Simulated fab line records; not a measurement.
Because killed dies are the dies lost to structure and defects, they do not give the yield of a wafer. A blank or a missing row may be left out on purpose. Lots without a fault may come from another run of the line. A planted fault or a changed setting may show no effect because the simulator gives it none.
Matching of chambers + flow n5_finfet + N5_HKMG_FIN_STRIP_34 on rie_diel-05: 4 sister chambers
The step strips in CF4. 20 wafers are shown with their chamber, then 10 later ones without.

WAFERS PAIRED WITH THEIR CHAMBERS
| wafer  | chamber | drypump_motor_current_A (A) | showerhead_plenum_p_Torr (Torr) | throttle_valve_pct (%) |
|--------|---------|-----------------------------|---------------------------------|------------------------|
| L074.3 | 2       | 5.2                         | 1.82                            | 13.10                  |
| L074.4 | 0       | 5.9                         | 1.76                            | 13.58                  |
| L074.5 | 1       | 6.5                         | 1.74                            | 13.59                  |
| L075.2 | 0       | 5.9                         | 1.76                            | 13.59                  |
| L075.4 | 2       | 5.2                         | 1.82                            | 13.11                  |
| L075.6 | 2       | 5.2                         | 1.82                            | 13.10                  |
| L076.2 | 3       | 4.9                         | 1.70                            | 13.52                  |
| L076.5 | 2       | 5.2                         | 1.82                            | 13.11                  |
| L076.6 | 3       | 4.9                         | 1.70                            | 13.53                  |
| L080.1 | 0       | 5.9                         | 1.75                            | 13.58                  |
| L080.3 | 2       | 5.2                         | 1.82                            | 13.13                  |
| L080.5 | 1       | 6.4                         | 1.74                            | 13.61                  |
| L081.2 | 1       | 6.4                         | 1.74                            | 13.61                  |
| L081.4 | 0       | 5.9                         | 1.75                            | 13.63                  |
| L081.6 | 1       | 6.4                         | 1.74                            | 13.59                  |
| L085.1 | 2       | 5.2                         | 1.82                            | 13.17                  |
| L085.3 | 1       | 6.4                         | 1.73                            | 13.64                  |
| L085.6 | 3       | 4.9                         | 1.69                            | 13.57                  |
| L088.1 | 0       | 5.9                         | 1.75                            | 13.07                  |
| L088.3 | 2       | 5.2                         | 1.82                            | 13.16                  |

SIGNATURES (means of the wafers above)
| reading                  | chamber 0 | chamber 1 | chamber 2 | chamber 3 | scatter within a chamber |
|--------------------------|-----------|-----------|-----------|-----------|--------------------------|
| drypump_motor_current_A  | 5.900     | 6.420     | 5.200     | 4.900     | 0.0224                   |
| showerhead_plenum_p_Torr | 1.7540    | 1.7380    | 1.8200    | 1.6967    | 0.00408                  |
| throttle_valve_pct       | 13.4900   | 13.6080   | 13.1257   | 13.5400   | 0.12                     |
Rule: distance of a wafer from a chamber = root of the sum over the readings of ((wafer's reading minus chamber's mean) / reading's scatter) squared. If the next closest chamber is less than 2 further off than the closest, the wafer can't be placed; otherwise it belongs to the closest. The scatter is the square root of a quotient: the sum, over the shown wafers, of each reading's squared deviation from its chamber's mean, divided by wafers minus chambers.

WAFERS MISSING THEIR CHAMBER
| wafer  | drypump_motor_current_A (A) | showerhead_plenum_p_Torr (Torr) | throttle_valve_pct (%) |
|--------|-----------------------------|---------------------------------|------------------------|
| L088.6 | 5.9                         | 1.75                            | 13.05                  |
| L090.2 | 5.9                         | 1.75                            | 13.07                  |
| L090.5 | 6.4                         | 1.73                            | 13.65                  |
| L090.6 | 6.0                         | 1.75                            | 13.08                  |
| L093.3 | 4.9                         | 1.69                            | 13.60                  |
| L093.5 | 5.2                         | 1.81                            | 13.17                  |
| L093.6 | 6.4                         | 1.73                            | 13.68                  |
| L094.1 | 5.9                         | 1.75                            | 13.07                  |
| L094.3 | 6.4                         | 1.73                            | 13.67                  |
| L094.5 | 5.2                         | 1.81                            | 13.19                  |

CHAMBER TAKEN BY EACH
| wafer  | from the rows above | in truth |
|--------|---------------------|----------|
| L088.6 | 0                   | 0        |
| L090.2 | 0                   | 0        |
| L090.5 | 1                   | 1        |
| L090.6 | 0                   | 0        |
| L093.3 | 3                   | 3        |
| L093.5 | 2                   | 2        |
| L093.6 | 1                   | 1        |
| L094.1 | 0                   | 0        |
| L094.3 | 1                   | 1        |
| L094.5 | 2                   | 2        |
10 of 10 placed correctly. From these rows, 0 cannot be placed. Placed wrongly: 0.
